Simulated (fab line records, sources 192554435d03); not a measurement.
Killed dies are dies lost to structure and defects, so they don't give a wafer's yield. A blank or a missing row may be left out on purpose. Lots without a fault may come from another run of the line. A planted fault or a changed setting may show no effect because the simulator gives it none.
A struck lot beside a sound one | flow n5_finfet | 44 steps out of a route of 1938
Sound: wafers L151.2, L151.4, L151.6. Struck: wafer L158.5. (L158.6 of the same lot was not struck and is left out.) The cause comes at the end.
At each step with rows: each side's tool, then ch and its chambers, then its first start. Under that, the readings that differ: sound wafers | struck wafers | difference of the means | sigmas: that difference in standard deviations of wafers without a fault.
alike: readings whose means differ by less than 2 such deviations, and words and numbers that are the same on both sides. not compared: withheld readings, readings that some wafer has no value for, bounds like >300 that may hide the same value, and numbers for which the record gives no deviation and whose values overlap.
The two part at a step that has a row with sigmas, a row that says differs or no value, or rows on one side only. Numbers that don't overlap but have no deviation are shown without sigmas and don't part them. A reading that every wafer of one side lacks parts them only if that side has two wafers or more.

first, 6 steps without rows for these wafers: N5_SD_EPI_N_STRIP_36 (strips in N2/H2); N5_SD_EPI_N_ETCHBACK_44 (etches SiNx in CH3F/O2, stops on SiO2, target depth 14.5 nm); N5_SD_EPI_N_ETCH_45 (etches SiOCN in CH3F/O2, target depth 6 nm); N5_SD_EPI_N_ETCH_16 (etches SiO2 in CHF3/O2, target depth 5 nm); N5_SD_EPI_N_STRIP_47 (strips in CHF3/O2); N5_SD_EPI_N_SD_RECESS_17 (chemistry HBr/Cl2/O2, target depth 41 nm, time 23.7 s, bt time 3 s).
N5_SD_EPI_N_STRIP_38: strips in N2/H2.
  sound on plasma_asher-02 ch 0,1, day 4 05:37; struck on plasma_asher-01 ch 1, day 5 21:38
  alike: drypump_motor_current_A, heater_power_w, oes_product_au
  not compared: rf_hours_counter_h
then, 5 steps without rows for these wafers: N5_SD_EPI_N_WET_ETCH_43 (etches SiO2 in dHF, time 14 s, target depth 1.5 nm); N5_SD_EPI_N_STRIP_18 (strips in SPM, time 750 s); N5_SD_EPI_N_SRD_20 (time 30 s); N5_SD_EPI_N_PRECLEAN_48 (cleans in NF3:NH3, afs cycles 2, time 20 s, sublimation time 60 s); N5_SD_EPI_N_VAPOR_ETCH_50 (etches Si in HCl, time 54 s).
N5_SD_EPI_N_EPI_21: deposits Si:P, time 690 s.
  sound on epi_rpcvd-01 ch 0, day 4 07:04; struck on epi_rpcvd-01 ch 0, day 5 23:36
  reading                                   | sound        | struck | difference | sigmas
  epi_growth_time_s (s)                     | 690 690 690  | 897.02 | +207.02    |
  model.Si-P_of_SD_EPI_N_EPI_21.thk_nm (nm) | 58.2 58 58.8 | 71.4   | +13.1      |
  alike: susceptor_temp_C, susceptor_temp_C_max
N5_SD_EPI_N_EPI_MEAS_23:
  sound on film_metro-01, day 4 08:58; struck on film_metro-01, day 6 00:12
  reading     | sound          | struck | difference | sigmas
  thk_nm (nm) | 59.1 57.2 59.4 | 71.9   | +13.3      | +12
then, 3 steps without rows for these wafers: N5_SD_EPI_N_PRECLEAN_24 (cleans in O3/DIW, time 60 s); N5_SD_EPI_N_SRD_25 (time 30 s); N5_SD_EPI_N_PRECLEAN_49 (cleans in NF3:NH3, afs cycles 1, time 20 s, sublimation time 60 s).
N5_SD_EPI_N_LINER_46: material SiNx, target thk 3 nm.
  sound on ald_sin-02 ch 0,1,3, day 4 09:22; struck on ald_sin-02 ch 1, day 6 00:47
  alike: heater_power_outer_w, heater_power_w, susceptor_temp_C
N5_SD_EPI_N_INSPECT_26: inspects for defects (darkfield).
  sound on defect_inspect-01, day 4 09:37; struck on defect_inspect-02, day 6 00:56
  reading          | sound       | struck | difference | sigmas
  raw_defect_count | 149 180 144 | 234    | +76        | +2
then, 8 steps without rows for these wafers: N5_SD_EPI_P_COAT_34 (time 60 s, resist thk 350 nm); N5_SD_EPI_P_COAT_35 (time 60 s, resist thk 35 nm); N5_SD_EPI_P_COAT_03 (resist thk 150 nm); N5_SD_EPI_P_EBR_05; N5_SD_EPI_P_SOFTBAKE_04 (time 60 s); N5_SD_EPI_P_EXPOSE_06 (exposes mask SD P BLK, target cd 240 nm); N5_SD_EPI_P_PEB_07 (peb time 60 s); N5_SD_EPI_P_DEVELOP_08 (develop time 30 s).
N5_SD_EPI_P_CD_MEAS_09: target cd 240 nm.
  sound on cd_sem-01 ch 0, day 4 09:54; struck on cd_sem-01 ch 0, day 6 01:20
  alike: cd_nm
N5_SD_EPI_P_OVL_MEAS_10:
  sound on overlay-01 ch 0, day 4 09:56; struck on overlay-01 ch 0, day 6 01:22
  alike: SD_P_BLK_OVL
N5_SD_EPI_P_INSPECT_11: inspects for defects (macro).
  sound on defect_inspect-02, day 4 09:57; struck on defect_inspect-01, day 6 01:23
  alike: raw_defect_count
N5_SD_EPI_P_DESCUM_14: chemistry O2, time 7.9 s.
  sound on rie_diel-01 ch 0,2, day 4 10:48; struck on rie_diel-05 ch 3, day 6 01:38
  reading                | sound             | struck | difference | sigmas
  throttle_valve_pct (%) | 20.06 20.38 20.40 | 20.87  | +0.59      | +2
  alike: drypump_motor_current_A, oes_product_au, rf_vpp_V, showerhead_plenum_p_Torr
  not compared: rf_hours_counter_h
then, 3 steps without rows for these wafers: N5_SD_EPI_P_ETCH_36 (etches SiARC in CF4, target depth 45.5 nm, time 75.8 s); N5_SD_EPI_P_ETCH_37 (etches SOC in N2/H2, overetch 108 nm, time 486 s); N5_SD_EPI_P_STRIP_38 (strips in N2/H2).
N5_SD_EPI_P_ETCHBACK_46: etches SiNx in CH3F/O2, stops on SiO2, target depth 17.5 nm.
  sound on rie_diel-01 ch 0,2, day 4 11:13; struck on rie_diel-05 ch 3, day 6 02:19
  reading                | sound             | struck | difference | sigmas
  throttle_valve_pct (%) | 15.96 16.29 16.29 | 16.77  | +0.59      | +2
  alike: drypump_motor_current_A, oes_product_au, rf_vpp_V, showerhead_plenum_p_Torr
  not compared: rf_hours_counter_h
then, 3 steps without rows for these wafers: N5_SD_EPI_P_ETCH_47 (etches SiOCN in CH3F/O2, target depth 25 nm); N5_SD_EPI_P_ETCH_16 (etches SiO2 in CHF3/O2, target depth 5 nm); N5_SD_EPI_P_STRIP_50 (strips in CHF3/O2).
N5_SD_EPI_P_SD_RECESS_17: chemistry HBr/Cl2/O2, target depth 39.1 nm, bt time 3 s.
  sound on rie_si-05 ch 0,1,3, day 4 11:29; struck on rie_si-06 ch 2, day 6 02:39
  alike: drypump_motor_current_A, oes_product_au, throttle_valve_pct
  not compared: rf_hours_counter_h
then, 3 steps without rows for these wafers: N5_SD_EPI_P_WET_ETCH_45 (etches SiO2 in dHF, time 10.7 s, target depth 2 nm, rinse time 30 s); N5_SD_EPI_P_STRIP_40 (strips in N2/H2); N5_SD_EPI_P_PRECLEAN_52 (cleans in O3/DIW, time 60 s).
N5_MOL_CONTACT_COAG_ETCH_15: etches SiNx in CH3F/O2, stops on Si:P, target depth 7 nm.
  sound on rie_diel-04 ch 0,2,3, day 5 20:47; struck on rie_diel-06 ch 3, day 7 15:18
  reading                                   | sound             | struck | difference | sigmas
  throttle_valve_pct (%)                    | 15.84 16.00 16.30 | 16.51  | +0.46      | +2
  model.Si-P_of_SD_EPI_N_EPI_21.thk_nm (nm) | 57.4 57.2 58      | 70.4   | +12.9      |
  alike: drypump_motor_current_A, oes_product_au, rf_vpp_V, showerhead_plenum_p_Torr
  not compared: rf_hours_counter_h
-- the record jumps here: 7 days lie between the struck wafers' starts before and after (it left off in module MOL_CONTACT_COAG and takes up again in module PASSIVATION, whose first step shown is number 1936 of the route) --
N5_PASSIVATION_PROBE_49:
  sound on prober-02, day 13 06:26; struck on prober-01, day 15 00:51
  reading         | sound | struck | difference | sigmas
  killed_at_other | 2 2 1 | 9      | +7         | +3
  alike: killed_at_M0_to_M3, killed_at_M4_up, killed_at_contacts, killed_at_front_end, killed_dies, killed_on_rim, killed_open, killed_short

WHERE THEY PART
First at N5_SD_EPI_N_EPI_MEAS_23; last, within this record, at N5_PASSIVATION_PROBE_49.

WHY: what the simulator had put in
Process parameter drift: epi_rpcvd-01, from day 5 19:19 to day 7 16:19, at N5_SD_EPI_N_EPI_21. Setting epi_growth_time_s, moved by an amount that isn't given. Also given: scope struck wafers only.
